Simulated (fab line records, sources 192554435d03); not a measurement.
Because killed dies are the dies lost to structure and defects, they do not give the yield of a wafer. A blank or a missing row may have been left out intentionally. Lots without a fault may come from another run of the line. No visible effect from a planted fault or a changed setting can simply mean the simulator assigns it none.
Chamber matching ; flow n5-finfet ; N5_MOL_CONTACT_COAG_CMP_28 on cmp-04 has 4 sister chambers
The step polishes, stops on SiNx, t overpolish 0.85 s, target thk 14.522 nm. 20 wafers are shown with their chamber, then 10 later ones without.

== WAFERS, EACH WITH ITS CHAMBER ==
wafer;chamber;time-to-endpoint-s (s);motor-current-A (A)
L074.1;0;3.7;12.7
L074.3;2;8.9;13.5
L074.5;0;4.7;12.0
L075.3;1;3.0;13.1
L075.4;0;4.3;12.9
L075.6;0;2.3;12.2
L081.2;3;3.4;11.8
L081.4;0;6.2;13.0
L081.5;0;5.3;12.5
L082.2;2;10.6;12.9
L082.4;0;6.3;12.8
L082.6;2;8.3;12.6
L083.2;2;13.1;12.9
L083.4;1;5.3;14.2
L083.5;0;6.0;12.7
L092.2;2;9.6;13.4
L092.5;1;2.7;13.6
L092.6;0;3.6;11.8
L093.3;3;0.2;12.1
L093.4;2;7.8;13.5

SIGNATURES (averages over the wafers above)
reading;chamber 0;chamber 1;chamber 2;chamber 3;scatter within a chamber
time-to-endpoint-s;4.711;3.667;9.717;1.800;1.63
motor-current-A;12.511;13.633;13.133;11.950;0.418
Rule: for a wafer and a chamber, the distance is found by dividing, reading by reading, the gap between the wafer's reading and the chamber's mean by the reading's scatter, squaring, summing and taking the root. The wafer belongs to the nearest chamber; if the next one is less than 2 further off, it can't be placed. How the scatter is found: for the shown wafers, subtract from each reading the mean of its chamber, square and add these, divide the total by (wafers less chambers), then take the root.

== WAFERS WITHOUT THEIR CHAMBER ==
wafer;time-to-endpoint-s (s);motor-current-A (A)
L093.5;9.2;14.3
L094.4;1.2;11.4
L094.5;6.1;13.1
L094.6;2.5;12.4
L095.1;0.1;11.7
L095.5;6.0;13.0
L095.6;0.0;13.6
L097.1;3.3;12.7
L097.4;7.5;13.2
L097.5;8.7;13.0

== CHAMBER TAKEN BY EACH ==
wafer;from the rows above;in truth
L093.5;can't be placed: 2 or 1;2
L094.4;3;3
L094.5;can't be placed: 0 or 1 or 2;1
L094.6;can't be placed: 3 or 0 or 1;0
L095.1;3;3
L095.5;can't be placed: 0 or 1 or 2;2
L095.6;can't be placed: 1 or 0 or 3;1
L097.1;can't be placed: 0 or 3 or 1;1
L097.4;can't be placed: 2 or 0 or 1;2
L097.5;2;2
3 of 10 placed correctly. Not placeable from these rows: 7 (in 7, the candidates include the true chamber). Wrongly placed: 0.
